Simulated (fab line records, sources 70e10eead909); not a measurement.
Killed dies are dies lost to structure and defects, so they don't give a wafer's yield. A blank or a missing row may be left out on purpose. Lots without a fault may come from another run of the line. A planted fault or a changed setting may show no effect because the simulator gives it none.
Which tool did it? | flow nand_harc | 6 lots, 18 wafers sampled, at 5 steps of a route of 1302

WHAT THE GAUGES READ, wafer by wafer
NHARC_END_SORT_01.
lot  | measured     | on        | killed_at_periphery
L274 | day 30 10:47 | prober-01 | 3 1 6
L276 | day 31 00:33 | prober-01 | 7 9 7
L281 | day 33 04:41 | prober-01 | 2 3 6

WHICH TOOL RAN EACH LOT (tool, then ch and the chambers of the sampled wafers, then the start)
lot  | NHARC_P_M0_PRE_CLEAN_29                 | NHARC_P_M0_PVD_21                       | NHARC_P_M0_ANNEAL_30             | NHARC_P_M1_EXPOSE_06
L262 | pvd_sputter-01, day 6 21:07 or earlier  | pvd_sputter-01, day 6 21:07 or earlier  | rtp_anneal-02 ch 0, day 6 21:07  | arfi_scanner-01 ch 0, day 6 23:08
L264 | pvd_sputter-03, day 7 23:19 or earlier  | pvd_sputter-03, day 7 23:19 or earlier  | rtp_anneal-02 ch 0, day 7 23:19  | arfi_scanner-02 ch 0, day 8 01:17
L266 | pvd_sputter-02, day 8 18:05 or earlier  | pvd_sputter-02, day 8 18:05 or earlier  | rtp_anneal-02 ch 0, day 8 18:05  | arfi_scanner-02 ch 0, day 8 20:22
L274 | pvd_sputter-02, day 12 04:12 or earlier | pvd_sputter-02, day 12 04:12 or earlier | rtp_anneal-01 ch 0, day 12 04:12 | arfi_scanner-02 ch 0, day 12 06:11
L276 | pvd_sputter-03, day 12 15:30 or earlier | pvd_sputter-03, day 12 15:30 or earlier | rtp_anneal-01 ch 0, day 12 15:30 | arfi_scanner-03 ch 0, day 12 17:35
L281 | pvd_sputter-03, day 14 20:01 or earlier | pvd_sputter-03, day 14 20:01 or earlier | rtp_anneal-01 ch 0, day 14 20:01 | arfi_scanner-03 ch 0, day 14 22:02
- NHARC_P_M0_PRE_CLEAN_29: time 30 s.
- NHARC_P_M0_PVD_21: deposits Cu, target thk 30 nm, time 20.49 s.
- NHARC_P_M0_ANNEAL_30: time 90 s.
- NHARC_P_M1_EXPOSE_06: exposes mask P M1, target cd 130 nm.

THE ANSWER, worked out from the rows above alone
Rule: what is usual is taken from the lots themselves. Put in order of their means at a reading, lots are off if they are a third of the lots or fewer, leave a main group of 4 or more, and stand apart from it by a gap of 3 or more times the standard deviation of the main group's means; of several such gaps the widest counts. A main group whose means are all the same, to the digits that the tables above print for the reading, isn't used. A lot without any number at a reading at which 4 lots or more have one is off too. The other lots that the step has rows for count as sound.
No lot is off at any reading shown: from this, nothing can be told.

WHAT THE SIMULATOR HAD PUT IN
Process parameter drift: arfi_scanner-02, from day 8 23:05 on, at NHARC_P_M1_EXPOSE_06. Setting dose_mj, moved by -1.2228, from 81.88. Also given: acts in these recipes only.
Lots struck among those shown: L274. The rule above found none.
